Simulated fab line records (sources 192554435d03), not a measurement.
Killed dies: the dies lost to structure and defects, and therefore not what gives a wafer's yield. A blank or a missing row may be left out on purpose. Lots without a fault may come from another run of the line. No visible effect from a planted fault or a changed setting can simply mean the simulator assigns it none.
Matching of chambers :: flow n5Finfet :: N5_BEOL_M11_CVD_75 on cvdCo-02: 3 sister chambers
The step deposits Co from CCTBA/H2, target thk 2 nm, time 138.9 s. 14 wafers are shown with their chamber, then 7 later ones without.

## WAFERS PAIRED WITH THEIR CHAMBERS
wafer: L843.1
chamber: 2
runLengthS (s): 161.6

wafer: L843.5
chamber: 2
runLengthS (s): 161.6

wafer: L843.6
chamber: 0
runLengthS (s): 161.7

wafer: L847.1
chamber: 1
runLengthS (s): 162.1

wafer: L847.3
chamber: 2
runLengthS (s): 162.3

wafer: L847.6
chamber: 2
runLengthS (s): 161.7

wafer: L852.1
chamber: 1
runLengthS (s): 162.0

wafer: L852.3
chamber: 2
runLengthS (s): 162.0

wafer: L852.5
chamber: 1
runLengthS (s): 161.8

wafer: L859.4
chamber: 1
runLengthS (s): 161.9

wafer: L859.5
chamber: 2
runLengthS (s): 161.7

wafer: L859.6
chamber: 0
runLengthS (s): 162.0

wafer: L860.1
chamber: 0
runLengthS (s): 161.7

wafer: L860.3
chamber: 2
runLengthS (s): 161.7

SIGNATURES, as means of the wafers listed above
reading: runLengthS
chamber 0: 161.800
chamber 1: 161.950
chamber 2: 161.800
scatter within a chamber: 0.215
Rule: distance of a wafer from a chamber = root of the sum over the readings of ((wafer's reading minus chamber's mean) / reading's scatter) squared. The wafer belongs to the nearest chamber; if the next one is less than 2 further off, it can't be placed. How the scatter is found: for the shown wafers, subtract from each reading the mean of its chamber, square and add these, divide the total by (wafers less chambers), then take the root.

## WAFERS WITHOUT THEIR CHAMBER
wafer: L860.6
runLengthS (s): 161.7

wafer: L861.1
runLengthS (s): 161.8

wafer: L861.5
runLengthS (s): 161.9

wafer: L861.6
runLengthS (s): 161.8

wafer: L862.1
runLengthS (s): 162.2

wafer: L862.2
runLengthS (s): 161.7

wafer: L862.6
runLengthS (s): 162.3

## EACH ONE'S CHAMBER
wafer: L860.6
from the rows above: can't be placed: 0 or 2 or 1
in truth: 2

wafer: L861.1
from the rows above: can't be placed: 0 or 2 or 1
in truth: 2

wafer: L861.5
from the rows above: can't be placed: 1 or 0 or 2
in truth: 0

wafer: L861.6
from the rows above: can't be placed: 0 or 2 or 1
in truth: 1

wafer: L862.1
from the rows above: can't be placed: 1 or 0 or 2
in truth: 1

wafer: L862.2
from the rows above: can't be placed: 0 or 2 or 1
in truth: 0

wafer: L862.6
from the rows above: can't be placed: 1 or 0 or 2
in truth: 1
0 of 7 placed correctly. Unplaceable from these rows: 7, with the true chamber sitting among the candidates in 7. Wrongly placed: 0.
